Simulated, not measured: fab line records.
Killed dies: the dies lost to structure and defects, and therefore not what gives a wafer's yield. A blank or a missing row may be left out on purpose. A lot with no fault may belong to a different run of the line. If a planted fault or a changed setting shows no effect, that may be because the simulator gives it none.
Chamber matching ; flow n5_finfet ; N5_BEOL_M0_ETCH_138 on rie_diel-05: 4 sister chambers
The step etches SiCN in CH3F/O2, target depth 12 nm, time 31.6 s. 20 wafers are shown with their chamber, then 10 later ones without.

== WAFERS WITH THEIR CHAMBER ==
wafer;chamber;drypump_motor_current_A (A);showerhead_plenum_p_Torr (Torr);throttle_valve_pct (%)
L078.3;3;4.7;2.12;16.34
L078.4;0;6.1;1.95;16.50
L078.5;1;5.7;1.94;16.18
L074.1;2;5.6;2.14;16.33
L074.5;3;4.6;2.12;16.36
L074.6;2;5.6;2.14;16.32
L080.1;3;4.6;2.12;16.34
L080.3;0;6.2;1.95;16.50
L080.6;2;5.6;2.14;16.30
L082.1;3;4.6;2.12;16.37
L082.2;2;5.6;2.13;16.33
L082.4;3;4.6;2.12;16.38
L083.1;3;4.6;2.12;16.37
L083.2;2;5.6;2.13;16.32
L083.4;1;5.7;1.94;16.20
L084.1;3;4.6;2.12;16.38
L084.2;0;6.2;1.95;16.50
L084.6;0;6.2;1.95;16.52
L088.2;0;6.2;1.94;16.52
L088.3;1;5.7;1.93;16.22

SIGNATURES (means of the wafers above)
reading;chamber 0;chamber 1;chamber 2;chamber 3;scatter within a chamber
drypump_motor_current_A;6.180;5.700;5.600;4.614;0.0322
showerhead_plenum_p_Torr;1.9480;1.9367;2.1360;2.1200;0.00408
throttle_valve_pct;16.5080;16.2000;16.3200;16.3629;0.015
Rule: for a wafer and a chamber, the distance is found by dividing, reading by reading, the gap between the wafer's reading and the chamber's mean by the reading's scatter, squaring, summing and taking the root. The wafer belongs to the nearest chamber; if the next one is less than 2 further off, it can't be placed. How the scatter is found: for the shown wafers, subtract from each reading the mean of its chamber, square and add these, divide the total by (wafers less chambers), then take the root.

== WAFERS WITHOUT THEIR CHAMBER ==
wafer;drypump_motor_current_A (A);showerhead_plenum_p_Torr (Torr);throttle_valve_pct (%)
L088.5;5.6;2.13;16.36
L089.2;4.6;2.12;16.39
L089.3;6.2;1.94;16.54
L089.4;5.6;2.13;16.36
L093.1;4.6;2.11;16.40
L093.2;6.2;1.94;16.53
L093.4;5.7;1.93;16.23
L096.2;6.2;1.94;16.56
L096.3;5.6;2.12;16.38
L096.4;4.6;2.11;16.42

== CHAMBER TAKEN BY EACH ==
wafer;from the rows above;in truth
L088.5;2;2
L089.2;3;3
L089.3;0;0
L089.4;2;2
L093.1;3;3
L093.2;0;0
L093.4;1;1
L096.2;0;0
L096.3;2;2
L096.4;3;3
10 of 10 placed correctly. Number that these rows cannot place: 0. Wrongly placed: 0.
